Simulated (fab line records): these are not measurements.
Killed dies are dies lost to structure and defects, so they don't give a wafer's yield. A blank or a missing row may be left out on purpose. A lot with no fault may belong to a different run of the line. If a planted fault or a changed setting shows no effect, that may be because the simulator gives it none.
3 desks looking at one fault | flow n5Finfet | each desk holds nothing but its own numbers, with what lay behind them at the end

## THE DEFECT DESK
Lot by lot, what the route's inspections counted, given as the mean of those sampled wafers with a number. Any lot whose mean is over 4 standard deviations away from the usual mean is out of limits and marked OUT; that distance is given in the brackets.
Columns: A = rawDefectCount at N5_PASSIVATION_INSPECT_64, usual 2
lot  | first seen here | A
L709 | day 14 04:34    | 3
L711 | day 14 07:11    | 1
L715 | day 15 01:49    | 2
L724 | day 17 07:14    | 3
L726 | day 17 17:59    | 3
L727 | day 18 23:26    | 2
This desk's finding: nothing out of limits on any of the 6 lots.

## THE TOOL OWNER'S DESK: pecvd-01
The tool's own readings at N5_PASSIVATION_PECVD_53 (deposits SiO2 from TEOS/O2, target thk 800 nm, time 169.4 s): means of the sampled wafers that have a number, for each lot that ran on this tool. Any lot whose mean is over 4 standard deviations away from the usual mean is out of limits and marked OUT; that distance is given in the brackets.
Columns: A = chamberPressureTorr at N5_PASSIVATION_PECVD_53, usual 6.501 Torr; B = susceptorTempC at N5_PASSIVATION_PECVD_53, usual 400.03 C
lot  | first seen here | A     | B
L709 | day 14 06:13    | 6.512 | 400.08
L711 | day 14 08:23    | 6.483 | 407.69 (+33) OUT
L715 | day 15 03:08    | 6.520 | 407.69 (+33) OUT
This desk's verdict: out of limits on L711, L715, starting with L711 at day 14 08:23 (susceptorTempC at N5_PASSIVATION_PECVD_53). In limits: L709.

## AT THE METROLOGY DESK
Lot by lot, what the gauges showed, no matter which tool ran the lot: averages of those sampled wafers that carry a number. Any lot whose mean is over 4 standard deviations away from the usual mean is out of limits and marked OUT; that distance is given in the brackets.
Columns: A = cdNm at N5_PASSIVATION_CD_MEAS_30, usual 4000 nm; B = PAD_OVL at N5_PASSIVATION_OVL_MEAS_63, usual -1 nm
lot  | first seen here | A    | B
L709 | day 14 04:31    | 4001 | -3
L711 | day 14 07:08    | 4003 | -5
L715 | day 15 01:46    | 3997 | 2
L724 | day 17 07:10    | 3998 | -6
L726 | day 17 17:56    | 4004 | -1
L727 | day 18 23:23    | 4001 | -4
This desk's finding: nothing out of limits on any of the 6 lots.

## PUT TOGETHER
At day 14 08:23, on L711, L715, the tool owner's desk was in a position to raise an alarm.
No out-of-limits result turned up at the defect desk.
The metrology desk saw nothing out of limits.
The defect desk has L711, L715 on record, within its limits.
The metrology desk has L711, L715 on record, within its limits.
N5_PASSIVATION_PECVD_53 was run on pecvd-01 by each of the lots named.

## WHAT THE SIMULATOR PUT IN
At N5_PASSIVATION_PECVD_53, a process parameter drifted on pecvd-01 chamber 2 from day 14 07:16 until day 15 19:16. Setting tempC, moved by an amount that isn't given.
Shown lots that were struck: L711, L715.
How many hours passed from the start of the fault until each desk's first out-of-limits reading: the tool owner's desk, 1.
